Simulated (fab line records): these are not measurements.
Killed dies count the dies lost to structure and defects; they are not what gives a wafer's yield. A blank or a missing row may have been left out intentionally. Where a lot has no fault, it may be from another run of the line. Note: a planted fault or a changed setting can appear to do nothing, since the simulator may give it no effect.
Comparing a struck lot with a sound one -- flow n5-finfet -- 37 out of 1938 route steps
Sound: wafers L182.1, L182.2, L182.5. Struck: wafers L184.1, L184.4. (L184.3 of the same lot was not struck and is left out.) The cause comes at the end.
Per side, at each step with rows, come the tool, then ch with its chambers, and then its first start. Under that, the readings that differ: sound wafers -- struck wafers -- difference of the means -- sigmas: that difference in standard deviations of wafers without a fault.
alike: words and numbers the same on both sides, and readings whose means are apart by under 2 such deviations; not compared: readings that were withheld, readings missing a value for some wafer, numbers with overlapping values and no deviation given by the record, and bounds like >300 which may hide the same value.
A row with sigmas, a row that says differs or no value, or rows on one side alone: a step with any of these is where the two part. When numbers do not overlap yet have no deviation, they are printed without sigmas and do not part them. A reading that every wafer of one side lacks parts them only if that side has two wafers or more.

first, 8 steps without rows for these wafers: N5_BEOL_M15_SPUTTER_43 (material TaN, target thk 15 nm, time 24.19 s); N5_BEOL_M15_SPUTTER_44 (material Ta, target thk 15 nm, time 24.19 s); N5_BEOL_M15_SPUTTER_45 (material Cu, target thk 100 nm, time 16.67 s); N5_BEOL_M15_ECD_47 (material Cu, target thk 1860 nm); N5_BEOL_M15_ANNEAL_48 (time 90 s); N5_BEOL_M15_CMP_49 (polishes, stops on SiO2, t overpolish 4.9 s, target thk 850 nm); N5_BEOL_M15_PRE_CLEAN_52 (time 15 s); N5_BEOL_M15_DEP_53 (deposits SiCN from 3MS/NH3, target thk 50 nm, time 17.8 s).
N5_PASSIVATION_PECVD_00: deposits SiO2 from SiH4/N2O, target thk 200 nm, time 11.2 s.
  sound on pecvd-04 ch 0,1,2, day 13 21:38; struck on pecvd-04 ch 1,2, day 14 11:28
  alike: heater-power-w, showerhead-plenum-p-Torr, throttle-valve-pct
  not compared: model.SiO2_of_PASSIVATION_PECVD_00.thk-nm
then, 26 steps without rows for these wafers: N5_MIM_BOT_DEGAS_01 (time 60 s); N5_MIM_BOT_SPUTTER_00 (material TiN, target thk 35 nm, time 89.7 s); N5_MIM_TOP_ALD_00 (deposits Al2O3, purge time 3 s, co reactant pulse time 3 s); N5_MIM_TOP_ALD_01 (deposits HfO2, target thk 5.6 nm, pulse time 1 s, purge time 3 s); N5_MIM_TOP_ALD_02 (deposits Al2O3, purge time 3 s, co reactant pulse time 3 s); N5_MIM_TOP_DEGAS_04 (time 60 s); N5_MIM_TOP_SPUTTER_03 (material TiN, target thk 35 nm, time 89.7 s); N5_MIM_TOP_LITHO_HMDS_01 (time 60 s); N5_MIM_TOP_LITHO_COAT_02; N5_MIM_TOP_LITHO_EBR_04; N5_MIM_TOP_LITHO_SOFTBAKE_03 (time 90 s); N5_MIM_TOP_LITHO_EXPOSE_05 (exposes mask MIM TOP, target cd 2000 nm); N5_MIM_TOP_LITHO_PEB_06; N5_MIM_TOP_LITHO_DEVELOP_07 (develop time 60 s); N5_MIM_TOP_LITHO_HARDBAKE_09 (time 120 s); N5_MIM_TOP_LITHO_DESCUM_10 (chemistry O2, time 7.9 s); N5_MIM_TOP_ETCH_ETCH_00 (etches TiN in Cl2/BCl3, target depth 38.5 nm); N5_MIM_TOP_ETCH_STRIP_01 (strips in O2); N5_MIM_TOP_ETCH_PECVD_03 (deposits SiNx from SiH4/NH3/N2, target thk 20 nm, time 17.6 s); N5_MIM_BOT_LITHO_HMDS_01 (time 60 s); N5_MIM_BOT_LITHO_COAT_02; N5_MIM_BOT_LITHO_EBR_04; N5_MIM_BOT_LITHO_SOFTBAKE_03 (time 90 s); N5_MIM_BOT_LITHO_EXPOSE_05 (exposes mask MIM BOT); N5_MIM_BOT_LITHO_PEB_06; N5_MIM_BOT_LITHO_DEVELOP_07 (develop time 60 s).
N5_MIM_BOT_ETCH_ETCH_00: etches TiN in Cl2/BCl3, target depth 45.5 nm.
  sound on rie-metal-01 ch 0,1, day 14 01:40; struck on rie-metal-03 ch 0,1, day 14 16:35
  alike: drypump-motor-current-A, oes_ar_750_au, oes-product-au, throttle-valve-pct
  not compared: rf-hours-counter-h, model.SiO2_of_PASSIVATION_PECVD_00.thk-nm
N5_PASSIVATION_PROBE_49:
  only the struck wafers here have rows in the record (prober-01, day 15 03:46); the sound ones have none

WHERE THEY PART
Only at N5_PASSIVATION_PROBE_49, within this record.

WHY: whatever the simulator had introduced
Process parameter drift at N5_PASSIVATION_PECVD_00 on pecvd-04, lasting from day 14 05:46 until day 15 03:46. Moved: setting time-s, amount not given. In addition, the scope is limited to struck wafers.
